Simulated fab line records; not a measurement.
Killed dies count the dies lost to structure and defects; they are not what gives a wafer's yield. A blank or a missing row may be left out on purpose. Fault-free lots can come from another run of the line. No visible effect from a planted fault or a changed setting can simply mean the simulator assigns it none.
The tool behind it: which one?	flow nand_harc	at 1 step of a route of 1302, 12 lots with 36 wafers sampled

## WHAT EACH GAUGE READ, for each wafer
NHARC_P_STI_INSPECT_25. Usual: raw_defect_count reads 201 (standard deviation 78).
lot	measured	on	raw_defect_count	flag
L271	day 3 21:56	defect_inspect-01	350 592 349	
L272	day 4 10:22	defect_inspect-02	200 219 265	
L273	day 4 20:08	defect_inspect-01	458 246 190	
L278	day 7 06:37	defect_inspect-01	164 170 161	
L279	day 7 14:45	defect_inspect-02	169 187 211	
L280	day 7 21:26	defect_inspect-02	164 221 143	
L282	day 8 14:17	defect_inspect-01	186 262 180	
L286	day 10 02:55	defect_inspect-02	332 340 219	
L289	day 11 09:51	defect_inspect-01	162 321 159	
L290	day 12 02:16	defect_inspect-01	223 197 252	
L293	day 13 05:31	defect_inspect-01	235 279 216	
L294	day 13 15:27	defect_inspect-01	134 101 200	

## TOOL THAT RAN EACH LOT (tool first, then ch and the chambers of the sampled wafers, then the start)
There is no process step in the record ahead of these readings.

## AS READ BY THE TOOLS THEMSELVES (means over the sampled wafers that have a number; for cases with no such wafer, the mark the record gives instead)
The record holds no such reading with a usual standard deviation.

## THE ANSWER, worked out from the rows above alone
Rule: a lot is off if the mean of its wafers that have a number lies more than 3 standard deviations from the usual mean. A lot without any number at a reading at which 4 lots or more have one is off too. Where the step has rows for the other lots, those lots are counted as sound. First the gauges in route order, then the tools' own readings, where a lot's mean is used as printed above. The first step at which some lot is off is used, and at that step the reading that is off furthest; a lot without a number counts as furthest.
No lot is off on any of the readings shown, so nothing can be concluded from this.

## WHAT THE SIMULATOR PUT IN
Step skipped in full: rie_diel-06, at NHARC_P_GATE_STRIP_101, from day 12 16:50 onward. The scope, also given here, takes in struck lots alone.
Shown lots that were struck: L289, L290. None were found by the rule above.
